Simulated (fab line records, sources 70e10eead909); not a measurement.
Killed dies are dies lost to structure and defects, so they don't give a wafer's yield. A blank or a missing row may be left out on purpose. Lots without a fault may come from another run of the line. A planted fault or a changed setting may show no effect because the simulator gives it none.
Chamber matching | flow nand_harc | NHARC_A_DECK1_JOINT_CMP_02 on cmp-03: 4 sister chambers
The step polishes SiOx. 14 wafers are shown with their chamber, then 7 later ones without.

WAFERS WITH THEIR CHAMBER
wafer  | chamber | motor_current_A (A) | edge_zone_pressure_frac
L894.2 | 0       | 13.5                | 1.005
L894.4 | 2       | 14.3                | 1.011
L894.6 | 3       | 13.5                | 0.999
L896.1 | 3       | 13.3                | 0.998
L896.4 | 0       | 12.4                | 0.994
L896.6 | 0       | 12.6                | 1.000
L898.1 | 3       | 13.2                | 0.996
L898.2 | 1       | 11.7                | 0.994
L898.3 | 2       | 13.2                | 1.001
L900.1 | 1       | 12.1                | 1.000
L900.2 | 0       | 12.9                | 1.003
L900.6 | 0       | 13.3                | 1.003
L904.2 | 1       | 12.2                | 0.999
L904.3 | 2       | 14.3                | 0.993

SIGNATURES (means of the wafers above)
reading                 | chamber 0 | chamber 1 | chamber 2 | chamber 3 | scatter within a chamber
motor_current_A         | 12.940    | 12.000    | 13.933    | 13.333    | 0.43
edge_zone_pressure_frac | 1.00100   | 0.99767   | 1.00167   | 0.99767   | 0.00512
Rule: a wafer's distance from a chamber is the root of the sum, over the readings, of the square of ((its reading less the chamber's mean) divided by the reading's scatter). The wafer belongs to the nearest chamber; if the next one is less than 2 further off, it can't be placed. The scatter: the root of (the sum of the squares of (reading less its chamber's mean) over the shown wafers, divided by (wafers less chambers)).

WAFERS WITHOUT THEIR CHAMBER
wafer  | motor_current_A (A) | edge_zone_pressure_frac
L904.5 | 12.8                | 1.001
L906.2 | 12.0                | 0.997
L906.4 | 12.9                | 0.997
L906.5 | 11.6                | 0.994
L908.1 | 11.6                | 1.009
L908.2 | 13.3                | 0.994
L908.4 | 12.6                | 0.995

WHICH CHAMBER EACH WENT THROUGH
wafer  | from the rows above               | in truth
L904.5 | can't be placed: 0 or 3 or 1      | 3
L906.2 | 1                                 | 1
L906.4 | can't be placed: 0 or 3 or 1 or 2 | 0
L906.5 | 1                                 | 1
L908.1 | can't be placed: 1 or 0           | 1
L908.2 | can't be placed: 3 or 0 or 2      | 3
L908.4 | can't be placed: 0 or 1 or 3 or 2 | 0
Placed correctly: 2 of 7. Can't be placed from these rows: 5 (the true chamber is among the candidates in 5). Placed wrongly: 0.
